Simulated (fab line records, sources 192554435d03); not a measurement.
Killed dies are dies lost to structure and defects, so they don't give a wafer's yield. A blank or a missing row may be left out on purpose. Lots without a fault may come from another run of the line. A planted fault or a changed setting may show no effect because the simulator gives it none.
fab line records | flow n5_finfet
record lots=9 wafers=27 last_day=17
route steps=1938 shown SDB@368 HKMG_FIN@399 BEOL_M4@1111 PASSIVATION@1936
lots that met no fault: from a run of the same line without faults
start_h: hours from the record's first day to the start of the lot's first wafer shown | wait_h: hours since the lot's step before | " the same as in the row above | L1.1+2: a row that stands for several wafers | - no value, or no start given | * or withheld: withheld | < > ~ a bound
route shown NAME@n: a module of which the file shows steps, and the number in the route of the first | usual: mean/standard deviation of fault-free wafers | same: alike in all rows | chamber/n: place in a boat | sites: the reading at each site | _std_site: their standard deviation | _edge_site: outer sites' mean less inner sites' | radius_mm: how far each site lies from the wafer's centre | mask NAME#n: copy n | behind: the tool/chamber that last shaped the wafer | hold: why the lot was held/for how many hours/how that ended | device: the transistor (n, p or np) that didn't switch | end of line: the same wafers' tests at the end of the route | a step without rows: its recipe alone | killed: dies lost to structure and defects at the first sort, not the wafer's yield | map: a wafer's dies, x killed, . not, _ none there
set.NAME: the setting as run; set.NAME@STEP: as run at that earlier step | model.NAME: the simulator's own value behind a step, which no gauge read
steps of the route over a sample of lots; a table a step, a row a wafer
services: from which hour (start_h, from the record's first day; less than 0 if before it) a tool's chamber was out of use, for how many hours, and why
## steps
# step N5_SDB_ETCH_25
# recipe chemistry=C4F6/O2 target=SiO2 target_depth_a=100 time_s=3.3 ion_energy_ev=250 mask_material=SiNx pressure_mtorr=30 source_w=345 bias_w=185 Ar_flow_sccm=300 C4F6_flow_sccm=10 O2_flow_sccm=10
# usual C4F6_flow_sccm=9.998/0.029 drypump_motor_current_A=5.5/0.38 oes_product_au=0.79/0.099 rf_vpp_V=680/27 showerhead_plenum_p_Torr=2.84/0.099 throttle_valve_pct=21.18/0.25
# columns lot.wafer tool chamber start_h wait_h C4F6_flow_sccm drypump_motor_current_A oes_product_au rf_hours_counter_h rf_vpp_V showerhead_plenum_p_Torr throttle_valve_pct
L887.1 rie_diel-01 2 71.53 0.0 10.042 5.4 0.91 31 702 2.90 21.06
L887.2 " 3 " " 9.996 5.9 0.73 167 716 2.95 21.22
L887.5 " 2 " " 9.969 5.4 0.91 - 703 2.90 21.06
L889.2 rie_diel-01 0 84.31 0.5 10.038 6.0 0.99 4 720 2.79 20.87
L889.3 " 2 " " 10.001 5.4 0.89 36 703 2.90 21.08
L889.4 " 2 " " 9.976 5.4 0.90 - 702 2.90 21.04
L890.2 rie_diel-05 2 91.30 0.0 10.014 5.7 0.82 115 654 2.64 21.56
L890.3 " 3 " " 9.951 5.0 0.73 190 654 2.92 21.07
L890.4 " 0 " " 10.013 4.9 0.74 169 651 2.70 21.15
L891.2 rie_diel-05 1 97.82 0.0 10.004 5.6 0.83 45 666 2.79 20.97
L891.3 " 2 " " 9.966 5.7 0.81 117 654 2.64 21.56
L891.6 " 1 " " 9.998 5.6 0.82 - 665 2.79 20.95
L900.2 rie_diel-04 2 152.48 0.1 9.991 5.7 0.69 224 705 2.95 21.63
L900.5 " 1 " " 10.020 5.6 0.68 - 656 2.72 21.35
L900.6 " 2 " " 9.991 5.7 0.69 - 707 2.95 21.64
L902.1 rie_diel-05 2 171.44 0.0 10.006 5.7 0.78 143 655 2.63 21.58
L902.3 " 0 " " 9.998 4.9 0.71 192 650 2.70 21.20
L902.5 " 3 " " 9.995 5.0 0.71 - 651 2.90 21.10
L906.1 rie_diel-04 1 190.93 0.0 9.970 5.6 0.67 248 655 2.72 21.40
L906.5 " 2 " " 10.006 5.7 0.68 - 706 2.94 21.66
L906.6 " 3 " " 9.988 5.1 0.98 - 653 2.91 20.59
L907.1 rie_diel-04 1 193.39 0.0 10.052 5.6 0.67 249 654 2.72 21.39
L907.2 " 3 " " 10.013 5.0 0.98 1 654 2.91 20.59
L907.5 " 3 " " 10.066 5.1 0.98 - 654 2.91 20.60
L908.2 rie_diel-01 2 204.06 0.2 10.010 5.4 0.83 81 701 2.88 21.13
L908.4 " 2 " " 10.018 5.4 0.83 - 702 2.88 21.11
L908.6 " 0 " " 10.006 6.0 0.88 - 719 2.77 20.92
# step N5_HKMG_FIN_OVL_MEAS_50
# recipe points_per_wafer=44
# usual NDIPOLE_OVL=0.0/0.83
# columns lot.wafer tool chamber start_h wait_h NDIPOLE_OVL[nm]
L887.1 overlay-01 0 76.56 0.0 -0.6
L887.2 " 0 " " -0.7
L887.5 " 0 " " -0.4
L889.2 overlay-02 0 89.22 0.0 0.1
L889.3 " 0 " " 1.2
L889.4 " 0 " " 0.3
L890.2 overlay-01 0 96.06 0.0 0.6
L890.3 " 0 " " 0.0
L890.4 " 0 " " -0.2
L891.2 overlay-01 0 103.00 0.0 1.6
L891.3 " 0 " " 1.7
L891.6 " 0 " " 2.1
L900.2 overlay-02 0 157.43 0.0 -0.5
L900.5 " 0 " " -0.2
L900.6 " 0 " " 0.1
L902.1 overlay-02 0 176.66 0.0 0.2
L902.3 " 0 " " 0.2
L902.5 " 0 " " -0.1
L906.1 overlay-02 0 196.23 0.0 0.0
L906.5 " 0 " " 0.2
L906.6 " 0 " " -0.4
L907.1 overlay-02 0 198.84 0.1 -0.3
L907.2 " 0 " " -0.6
L907.5 " 0 " " -0.2
L908.2 overlay-02 0 209.18 0.0 1.3
L908.4 " 0 " " 0.7
L908.6 " 0 " " 0.0
# step N5_HKMG_FIN_ETCH_58
# recipe chemistry=N2/H2 target=SOC target_depth_a=2158 ion_energy_ev=50 bias_w=13 time_s=741 pressure_mtorr=30 source_w=875 n2_flow_sccm=200 h2_flow_sccm=200
# usual drypump_motor_current_A=5.5/0.37 oes_product_au=0.78/0.085 rf_vpp_V=99.1/1 showerhead_plenum_p_Torr=2.51/0.089 throttle_valve_pct=17.81/0.28
# columns lot.wafer tool chamber start_h wait_h drypump_motor_current_A oes_product_au rf_hours_counter_h rf_vpp_V showerhead_plenum_p_Torr throttle_valve_pct
L887.1 rie_diel-05 1 76.92 0.0 5.6 0.82 36 98.8 2.49 17.52
L887.2 " 3 " " 5.0 0.74 185 99.0 2.62 17.64
L887.5 " 1 " " 5.6 0.83 - 98.8 2.49 17.53
L889.2 rie_diel-05 0 89.57 0.0 4.8 0.73 168 99.6 2.45 18.00
L889.3 " 2 " " 5.7 0.82 114 98.5 2.37 18.26
L889.4 " 3 " " 5.0 0.74 190 99.5 2.62 17.67
L890.2 rie_diel-01 0 96.81 0.0 6.0 0.96 8 98.7 2.48 17.45
L890.3 " 3 " " 5.9 0.72 176 100.1 2.65 17.91
L890.4 " 1 " " 5.2 0.77 122 100.4 2.55 17.81
L891.2 rie_diel-01 2 103.38 0.0 5.4 0.89 43 98.4 2.57 17.47
L891.3 " 3 " " 5.9 0.73 178 98.6 2.65 17.92
L891.6 " 3 " " 5.9 0.72 - 98.3 2.65 17.91
L900.2 rie_diel-04 2 157.79 0.0 5.7 0.68 226 99.2 2.59 17.92
L900.5 " 2 " " 5.6 0.69 - 98.8 2.58 17.94
L900.6 " 3 " " 5.1 0.69 - 99.5 2.62 17.88
L902.1 rie_diel-01 3 177.02 0.0 5.9 0.70 204 100.8 2.63 17.94
L902.3 " 2 " " 5.4 0.86 68 99.9 2.56 17.53
L902.5 " 0 " " 6.0 0.90 - 100.0 2.47 17.48
L906.1 rie_diel-05 2 196.59 0.0 5.7 0.79 152 97.7 2.35 18.33
L906.5 " 1 " " 5.6 0.78 - 99.1 2.47 17.59
L906.6 " 2 " " 5.7 0.79 - 97.9 2.35 18.31
L907.1 rie_diel-01 1 199.20 0.0 5.2 0.73 159 98.7 2.53 17.89
L907.2 " 0 " " 6.0 0.87 46 99.1 2.46 17.48
L907.5 " 0 " " 6.0 0.87 - 99.7 2.46 17.51
L908.2 rie_diel-04 3 209.54 0.0 5.1 0.95 9 99.3 2.62 17.34
L908.4 " 3 " " 5.1 0.94 - 100.3 2.62 17.32
L908.6 " 0 " " 6.0 0.88 - 97.4 2.59 17.46
# step N5_HKMG_FIN_STRIP_60
# recipe chemistry=N2/H2 power_w=2500 temp_c=300 h2_frac=0.65 time_s=360 pressure_mtorr=withheld n2_flow_sccm=1750 h2_flow_sccm=3250
# usual drypump_motor_current_A=5.9/0.82 h2_flow_sccm=3249/10 heater_power_w=455/18
# columns lot.wafer tool chamber start_h wait_h drypump_motor_current_A h2_flow_sccm heater_power_w rf_hours_counter_h
L887.1 plasma_asher-01 0 77.50 0.0 5.4 3250 481 83
L887.2 " 1 " " 6.6 3249 458 83
L887.5 " 0 " " 5.4 3246 473 -
L889.2 plasma_asher-02 1 90.15 0.0 4.8 3262 434 42
L889.3 " 0 " " 6.7 3251 467 -
L889.4 " 1 " " 4.8 3255 431 -
L890.2 plasma_asher-01 0 97.38 0.0 - - - -
L890.3 " 0 " " - - - -
L890.4 " 1 " " - - - -
L891.2 plasma_asher-02 0 103.96 0.0 - - - -
L891.3 " 1 " " - - - -
L891.6 " 1 " " - - - -
L900.2 plasma_asher-02 0 158.36 0.0 6.7 3269 465 55
L900.5 " 1 " " 4.8 3247 440 -
L900.6 " 0 " " 6.7 3276 460 -
L902.1 plasma_asher-02 1 177.60 0.0 4.8 3247 435 59
L902.3 " 1 " " 4.8 3249 435 -
L902.5 " 0 " " 6.7 3255 454 -
L906.1 plasma_asher-02 1 197.17 0.0 4.8 3250 437 64
L906.5 " 1 " " 4.8 3254 433 -
L906.6 " 0 " " 6.7 3251 444 -
L907.1 plasma_asher-01 0 199.78 0.0 5.4 3263 476 105
L907.2 " 1 " " 6.6 3240 448 105
L907.5 " 0 " " 5.4 3245 468 -
L908.2 plasma_asher-01 0 210.12 0.0 5.4 3273 464 108
L908.4 " 1 " " 6.5 3240 447 -
L908.6 " 1 " " 6.6 3233 452 -
# step N5_HKMG_FIN_INSPECT_14
# recipe mode=adi inspect_instrument=macro
# usual raw_defect_count=2.0/1.4
# columns lot.wafer tool chamber start_h wait_h raw_defect_count
L887.1 defect_inspect-01 - 79.97 0.0 4
L887.2 " - " " 1
L887.5 " - " " 1
L889.2 defect_inspect-02 - 92.70 0.0 2
L889.3 " - " " 2
L889.4 " - " " 2
L890.2 defect_inspect-02 - 99.92 0.0 19
L890.3 " - " " 16
L890.4 " - " " 18
L891.2 defect_inspect-02 - 106.49 0.0 16
L891.3 " - " " 21
L891.6 " - " " 23
L900.2 defect_inspect-02 - 160.82 0.0 0
L900.5 " - " " 3
L900.6 " - " " 2
L902.1 defect_inspect-01 - 180.20 0.0 2
L902.3 " - " " 1
L902.5 " - " " 2
L906.1 defect_inspect-02 - 199.79 0.0 3
L906.5 " - " " 2
L906.6 " - " " 4
L907.1 defect_inspect-02 - 202.44 0.0 1
L907.2 " - " " 1
L907.5 " - " " 2
L908.2 defect_inspect-02 - 214.00 0.0 3
L908.4 " - " " 2
L908.6 " - " " 0
# step N5_BEOL_M4_RC_MEAS_101
# usual DIBL_N=36.1/2 DIBL_P=36.3/2.4 IOFF_N=0.15/0.035 IOFF_P=0.21/0.039 ION_N=672/15 ION_P=463/9.7 SS_N=71.5/0.7 SS_P=73.2/0.75 VT_N=251/3.6 VT_P=-250/3.8
# columns lot.wafer tool chamber start_h wait_h DIBL_N[mV/V] DIBL_P[mV/V] IOFF_N[nA/um] IOFF_P[nA/um] ION_N[uA/um] ION_P[uA/um] SS_N[mV/dec] SS_P[mV/dec] VT_N[mV] VT_P[mV]
L887.1 prober-02 0 174.00 0.0 39.4 40.9 0.23 0.26 693 469 72.7 73.6 245 -249
L887.2 " 0 " " 36.0 36.5 0.15 0.19 689 470 71.2 72.8 248 -252
L887.5 " 0 " " 39.1 40.4 0.22 0.26 707 475 72.4 74.9 247 -249
L889.2 prober-02 0 192.02 0.2 35.3 37.2 0.12 0.16 675 453 71.4 73.3 253 -258
L889.3 " 0 " " 31.4 32.2 0.08 0.11 637 439 69.7 71.6 260 -262
L889.4 " 0 " " 32.5 32.9 0.08 0.11 631 434 70.5 72.3 261 -262
L900.2 prober-02 0 252.43 0.2 37.0 37.2 0.17 0.24 696 474 71.3 72.7 247 -248
L900.5 " 0 " " 34.1 33.6 0.12 0.17 655 457 70.9 72.2 253 -253
L900.6 " 0 " " 35.9 35.8 0.15 0.21 687 474 70.9 73.0 252 -252
L902.1 prober-02 0 276.00 0.0 33.3 33.1 0.13 0.18 667 452 70.4 72.3 250 -254
L902.3 " 0 " " 38.0 38.7 0.20 0.27 680 462 72.8 73.7 247 -248
L902.5 " 0 " " 34.9 33.5 0.13 0.17 664 451 72.6 73.3 253 -250
L906.1 prober-02 0 287.61 0.0 36.1 38.5 0.17 0.24 673 474 71.7 74.1 250 -250
L906.5 " 0 " " 34.5 35.5 0.14 0.20 666 462 72.0 73.4 250 -251
L906.6 " 0 " " 33.7 33.6 0.12 0.17 662 456 71.0 72.7 252 -255
L907.1 prober-01 0 306.77 0.0 37.0 37.2 0.18 0.24 672 458 72.1 73.5 248 -250
L907.2 " 0 " " 32.3 31.4 0.10 0.15 652 457 70.9 71.8 258 -254
L907.5 " 0 " " 34.5 34.8 0.14 0.21 665 458 71.1 72.5 252 -249
L908.2 prober-01 0 311.10 0.2 36.3 35.1 0.13 0.21 647 451 71.1 72.2 254 -247
L908.4 " 0 " " 39.6 39.1 0.19 0.27 680 464 72.3 73.1 246 -248
L908.6 " 0 " " 36.0 34.1 0.12 0.19 656 458 71.3 72.6 256 -253
# step N5_PASSIVATION_PROBE_49
# usual defect_limited_yield=91.1/1.6 killed_at_M0_to_M3=35/11 killed_at_M4_up=13/5.4 killed_at_contacts=13/6.5 killed_at_front_end=40/14 killed_at_other=4/3.1 killed_dies=105/18 killed_on_rim=14/4.1 killed_open=69/14 killed_short=34/7.3 sort_bin_5_function=5.2/0.96 sort_bin_6_memory=3.4/0.77 sort_bin_8_speed=0.02/0.13 sort_n_pass=1075/19 sort_yield_pct=91.1/1.6
# same gross_dies=1180 killed_at_back_side=0 sort_bin_4_leakage[%]=0
# columns lot.wafer tool chamber start_h wait_h defect_limited_yield[%] killed_at_M0_to_M3 killed_at_M4_up killed_at_contacts killed_at_front_end killed_at_other killed_dies killed_on_rim killed_open killed_short sort_bin_5_function[%] sort_bin_6_memory[%] sort_bin_8_speed[%] sort_n_pass sort_yield_pct[%]
L890.2 prober-02 - 303.55 0.1 0 32 18 2 1127 1 1180 152 53 26 96.4 3.3 0 0 0
L890.3 prober-02 - 303.60 0.1 0 37 8 2 1132 1 1180 152 42 32 97.1 2.8 0 0 0
L890.4 prober-02 - 303.65 0.2 0 49 11 12 1104 4 1180 152 97 33 94.9 4.8 0 0 0
L891.2 prober-02 - 308.50 0.1 0 30 13 24 1110 3 1180 152 73 34 95.1 4.4 0 0 0
L891.3 prober-02 - 308.55 0.1 0 35 18 13 1112 2 1180 152 68 32 96.6 3.2 0 0 0
L891.6 prober-02 - 308.70 0.3 0 34 11 8 1124 3 1180 152 57 31 97.4 2.4 0 0 0
L900.2 prober-02 - 364.03 0.1 90.0 31 9 25 48 5 118 9 82 35 5.5 4.4 0 1062 90.0
L900.5 prober-02 - 364.18 0.2 91.1 29 9 24 38 5 105 17 65 37 4.9 3.2 0 1075 91.1
L900.6 prober-02 - 364.23 0.3 90.6 29 8 33 39 2 111 17 78 33 6.5 2.7 0 1069 90.6
L902.1 prober-01 - 374.06 0.0 92.6 25 22 10 26 4 87 12 62 20 4.7 2.2 0 1093 92.6
L902.3 prober-01 - 374.16 0.1 92.8 26 15 9 28 7 85 11 56 25 4.0 3.1 0 1095 92.8
L902.5 prober-01 - 374.26 0.2 92.1 23 18 6 44 2 93 17 58 30 4.5 2.8 0 1087 92.1
L906.1 prober-01 - 398.01 0.0 94.1 16 6 16 22 10 70 16 48 20 3.2 2.6 0 1110 94.1
L906.5 prober-01 - 398.21 0.2 89.7 52 12 9 46 3 122 17 90 30 6.9 3.3 0 1058 89.7
L906.6 prober-01 - 398.26 0.3 91.3 22 10 36 33 2 103 15 71 29 4.7 3.4 0 1077 91.3
L907.1 prober-01 - 415.66 0.0 91.1 29 14 19 39 4 105 17 66 36 4.8 3.6 0 1075 91.1
L907.2 prober-01 - 415.71 0.1 92.4 35 9 5 39 2 90 9 64 26 4.5 3.0 0 1090 92.4
L907.5 prober-01 - 415.86 0.2 92.6 27 8 14 29 9 87 12 55 32 4.2 3.1 0 1093 92.6
# killed by level:class
L890.2 HKMG_FIN:area_ald=1100 BEOL_M4:geometric_particle:open=14 BEOL_M2:geometric_particle:open=10 FIN_SAQP:geometric_particle:short=6 BEOL_M3:geometric_particle:open=5 STARTING-WAFER:geometric_particle:short=5 STI_FIN_REVEAL:geometric_particle:open=4 DUMMY_GATE:geometric_particle:open=4
L890.3 HKMG_FIN:area_ald=1106 BEOL_M0_SAQP:geometric_particle:short=17 BEOL_M0_SAQP:geometric_particle:open=8 DUMMY_GATE:geometric_particle:open=6 FIN_SAQP:geometric_particle:open=5 STI_FIN_REVEAL:geometric_particle:open=4 BEOL_M4:geometric_particle:open=4 FIN_SAQP:geometric_particle:short=3
L890.4 HKMG_FIN:area_ald=1049 STI_FIN_REVEAL:geometric_particle:open=19 BEOL_M0_SAQP:geometric_particle:open=18 MOL_CONTACT_COAG:geometric_particle:open=10 BEOL_M0_SAQP:geometric_particle:short=9 FIN_SAQP:geometric_particle:open=8 BEOL_M2:geometric_particle:open=7 BEOL_M3:geometric_particle:open=7
L891.2 HKMG_FIN:area_ald=1072 MOL_CONTACT_COAG:geometric_particle:open=20 FIN_SAQP:geometric_particle:open=14 FIN_SAQP:geometric_particle:short=11 BEOL_M1:geometric_particle:open=11 BEOL_M1:geometric_particle:short=7 BEOL_M4:geometric_particle:open=6 BEOL_M3:geometric_particle:open=5
L891.3 HKMG_FIN:area_ald=1079 BEOL_M1:geometric_particle:open=14 BEOL_M4:geometric_particle:open=11 MOL_CONTACT_COAG:geometric_particle:open=10 STI_FIN_REVEAL:geometric_particle:open=8 FIN_SAQP:geometric_particle:open=7 BEOL_M2:geometric_particle:open=6 BEOL_M1:geometric_particle:short=6
L891.6 HKMG_FIN:area_ald=1092 BEOL_M1:geometric_particle:open=11 FIN_SAQP:geometric_particle:open=8 DUMMY_GATE:geometric_particle:open=6 MOL_CONTACT_COAG:geometric_particle:open=6 BEOL_M0_SAQP:geometric_particle:open=5 BEOL_M1:geometric_particle:short=5 STARTING-WAFER:geometric_particle:open=5
L900.2 FIN_SAQP:geometric_particle:open=18 MOL_CONTACT_COAG:geometric_particle:open=18 BEOL_M0_SAQP:geometric_particle:open=11 FIN_SAQP:geometric_particle:short=9 BEOL_M2:geometric_particle:open=9 MOL_CONTACT_COAG:geometric_particle:short=7 BEOL_M4:geometric_particle:open=4 STI_FIN_REVEAL:geometric_particle:open=3
L900.5 MOL_CONTACT_COAG:geometric_particle:open=19 BEOL_M0_SAQP:geometric_particle:short=10 FIN_SAQP:geometric_particle:short=9 STI_FIN_REVEAL:geometric_particle:open=8 BEOL_M3:geometric_particle:open=8 BEOL_M4:geometric_particle:open=6 FIN_SAQP:geometric_particle:open=5 MOL_CONTACT_COAG:geometric_particle:short=5
L900.6 MOL_CONTACT_COAG:geometric_particle:open=30 FIN_SAQP:geometric_particle:short=9 BEOL_M0_SAQP:geometric_particle:open=7 GATE_CUT:geometric_particle:open=6 FIN_SAQP:geometric_particle:open=5 BEOL_M2:geometric_particle:open=5 STI_FIN_REVEAL:geometric_particle:open=4 BEOL_M4:geometric_particle:open=4
L902.1 BEOL_M4:geometric_particle:open=15 MOL_CONTACT_COAG:geometric_particle:open=9 BEOL_M1:geometric_particle:open=6 FIN_SAQP:geometric_particle:open=4 STI_FIN_REVEAL:geometric_particle:open=4 BEOL_M0_SAQP:geometric_particle:short=4 BEOL_M3:geometric_particle:open=4 BEOL_M2:geometric_particle:open=4
L902.3 BEOL_M4:geometric_particle:open=9 MOL_CONTACT_COAG:geometric_particle:open=7 DUMMY_GATE:geometric_particle:open=6 BEOL_M0_SAQP:geometric_particle:open=6 BEOL_M2:geometric_particle:open=6 FIN_SAQP:geometric_particle:open=5 BEOL_M1:geometric_particle:open=5 PASS1_CAP:geometric_particle:open=4
L902.5 STI_FIN_REVEAL:geometric_particle:open=9 FIN_SAQP:geometric_particle:short=8 BEOL_M4:geometric_particle:short=7 MOL_CONTACT_COAG:geometric_particle:open=6 BEOL_M0_SAQP:geometric_particle:open=6 BEOL_M1:geometric_particle:open=6 DUMMY_GATE:geometric_particle:open=5 BEOL_M0_SAQP:geometric_particle:short=5
L906.1 MOL_CONTACT_COAG:geometric_particle:open=15 BEOL_M3:geometric_particle:open=6 PASS1_CAP:geometric_particle:open=6 STARTING-WAFER:geometric_particle:open=5 FIN_SAQP:geometric_particle:short=3 DUMMY_GATE:geometric_particle:open=3 BEOL_M0_SAQP:geometric_particle:short=3 STARTING-WAFER:geometric_particle:short=3
L906.5 BEOL_M3:geometric_particle:open=17 FIN_SAQP:geometric_particle:open=16 BEOL_M2:geometric_particle:open=11 FIN_SAQP:geometric_particle:short=9 BEOL_M0_SAQP:geometric_particle:open=9 MOL_CONTACT_COAG:geometric_particle:open=8 BEOL_M0_SAQP:geometric_particle:short=5 ILD0:geometric_particle:short=4
L906.6 MOL_CONTACT_COAG:geometric_particle:open=29 STI_FIN_REVEAL:geometric_particle:open=7 MOL_CONTACT_COAG:geometric_particle:short=7 BEOL_M2:geometric_particle:open=7 FIN_SAQP:geometric_particle:short=5 BEOL_M0_SAQP:geometric_particle:short=4 BEOL_M0_SAQP:geometric_particle:open=4 STARTING-WAFER:geometric_particle:open=4
L907.1 MOL_CONTACT_COAG:geometric_particle:open=16 FIN_SAQP:geometric_particle:open=8 STI_FIN_REVEAL:geometric_particle:open=8 BEOL_M0_SAQP:geometric_particle:short=8 GATE_CUT:geometric_particle:short=6 BEOL_M0_SAQP:geometric_particle:open=6 BEOL_M3:geometric_particle:open=5 BEOL_M4:geometric_particle:short=5
L907.2 BEOL_M0_SAQP:geometric_particle:open=9 BEOL_M3:geometric_particle:open=9 FIN_SAQP:geometric_particle:open=7 DUMMY_GATE:geometric_particle:open=7 BEOL_M0_SAQP:geometric_particle:short=7 BEOL_M2:geometric_particle:open=6 MOL_CONTACT_COAG:geometric_particle:open=5 DUMMY_GATE:geometric_particle:short=4
L907.5 MOL_CONTACT_COAG:geometric_particle:open=10 BEOL_M0_SAQP:geometric_particle:short=7 GATE_CUT:geometric_particle:short=6 BEOL_M0_SAQP:geometric_particle:open=6 STI_FIN_REVEAL:geometric_particle:open=5 BEOL_M3:geometric_particle:open=5 BEOL_M4:geometric_particle:open=5 PAD_METAL:geometric_particle:open=5
## services
# columns tool chamber start_h hours kind
rie_diel-01 0 53.24 - clean
rie_diel-01 0 53.24 - consumable_replace:focus_ring
rie_diel-01 0 53.24 17.3 scheduled_down
rie_diel-01 0 53.24 17.3 vent_cycle
plasma_asher-01 - 56.34 2.8 pm
rie_diel-04 - 64.98 1.1 repair
rie_diel-01 1 81.27 3.3 repair
rie_diel-04 0 146.67 - clean
rie_diel-04 0 146.67 - consumable_replace:focus_ring
rie_diel-04 0 146.67 13.9 scheduled_down
rie_diel-04 0 146.67 13.9 vent_cycle
rie_diel-05 0 148.21 4.6 repair
rie_diel-04 3 160.57 - clean
rie_diel-04 3 160.57 - consumable_replace:focus_ring
rie_diel-04 3 160.57 28.2 scheduled_down
rie_diel-04 3 160.57 28.2 vent_cycle
plasma_asher-01 - 195.21 4.3 pm
rie_diel-01 3 195.47 16.5 repair
rie_diel-04 1 196.86 - clean
rie_diel-04 1 196.86 - consumable_replace:focus_ring
rie_diel-04 1 196.86 - consumable_replace:showerhead
rie_diel-04 1 196.86 14.6 scheduled_down
rie_diel-04 1 196.86 14.6 vent_cycle
rie_diel-04 0 199.60 4.3 repair
## key
first_sign step=N5_HKMG_FIN_STRIP_60 reading=tool_record direction=missing
effect step=N5_HKMG_FIN_INSPECT_14 reading=raw_defect_count direction=up sigmas=12 usual=2.0 struck=18.8
effect step=N5_PASSIVATION_PROBE_49 reading=sort_bin_5_function direction=up sigmas=95 usual=5.2 struck=96.3
more_kills_born_at N5_HKMG_FIN_ALD_79@ald_metal-04=6498
met_at N5_HKMG_FIN_STRIP_60
struck_lots L890,L891
later_rows_left_out L890.2,L890.3,L890.4,L891.2,L891.3,L891.6
not_acting_at N5_SDB_ETCH_25,N5_HKMG_FIN_OVL_MEAS_50,N5_HKMG_FIN_ETCH_58
onset_between 90.15 97.38
fault kind=skipped_step_whole tool=plasma_asher-01,plasma_asher-02 chamber=- onset_h=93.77 steps=N5_HKMG_FIN_STRIP_60 scope=struck_lots_only
# later_rows_left_out: the simulator's readings of these wafers behind a module that went badly wrong aren't trusted and aren't shown, but for the sort
